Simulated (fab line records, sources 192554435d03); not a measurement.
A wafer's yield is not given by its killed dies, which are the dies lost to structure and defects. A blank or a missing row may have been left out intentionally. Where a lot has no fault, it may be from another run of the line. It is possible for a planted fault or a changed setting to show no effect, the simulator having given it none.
Matching of chambers    flow n5Finfet    3 sister chambers for N5_BEOL_M1_PRE_CLEAN_60 on cvdCo-02
The step time 15 s. 33 wafers are shown with their chamber, then 12 later ones without.

## WAFERS WITH THEIR CHAMBER
wafer   chamber  heaterPowerW (W)
L074.2  1        116
L074.5  2        60
L074.6  0        79
L078.1  1        116
L078.3  0        77
L078.5  1        120
L081.1  1        120
L081.3  0        79
L081.6  1        117
L083.1  2        60
L083.4  0        79
L083.6  1        115
L085.2  2        60
L085.3  0        80
L085.6  2        62
L088.2  0        79
L088.4  0        79
L088.5  2        61
L089.2  0        80
L089.4  2        61
L089.5  1        116
L090.1  0        80
L090.4  2        61
L090.5  0        79
L092.1  0        81
L092.2  2        63
L092.5  1        119
L091.1  2        61
L091.4  2        62
L091.6  1        115
L093.1  0        81
L093.3  1        114
L093.5  2        62

SIGNATURES, as means of the wafers listed above
reading       chamber 0  chamber 1  chamber 2  scatter within a chamber
heaterPowerW  79.42      116.80     61.18      1.46
Rule: for each reading, subtract the chamber's mean from the wafer's reading, divide by that reading's scatter and square the result; add these up over the readings and take the root, which gives the wafer's distance from the chamber. The wafer belongs to the nearest chamber; if the next one is less than 2 further off, it can't be placed. The scatter is the square root of a quotient: the sum, over the shown wafers, of each reading's squared deviation from its chamber's mean, divided by wafers minus chambers.

## WAFERS WITH NO CHAMBER GIVEN
wafer   heaterPowerW (W)
L096.1  80
L096.2  118
L096.3  61
L095.1  115
L095.2  61
L095.4  82
L094.1  120
L094.4  61
L094.5  117
L097.4  115
L097.5  81
L097.6  61

## EACH ONE'S CHAMBER
wafer   from the rows above  in truth
L096.1  0                    0
L096.2  1                    1
L096.3  2                    2
L095.1  1                    1
L095.2  2                    2
L095.4  0                    0
L094.1  1                    1
L094.4  2                    2
L094.5  1                    1
L097.4  1                    1
L097.5  0                    0
L097.6  2                    2
Placed correctly: 12 of 12. Left unplaced by these rows: 0. Number placed wrongly: 0.
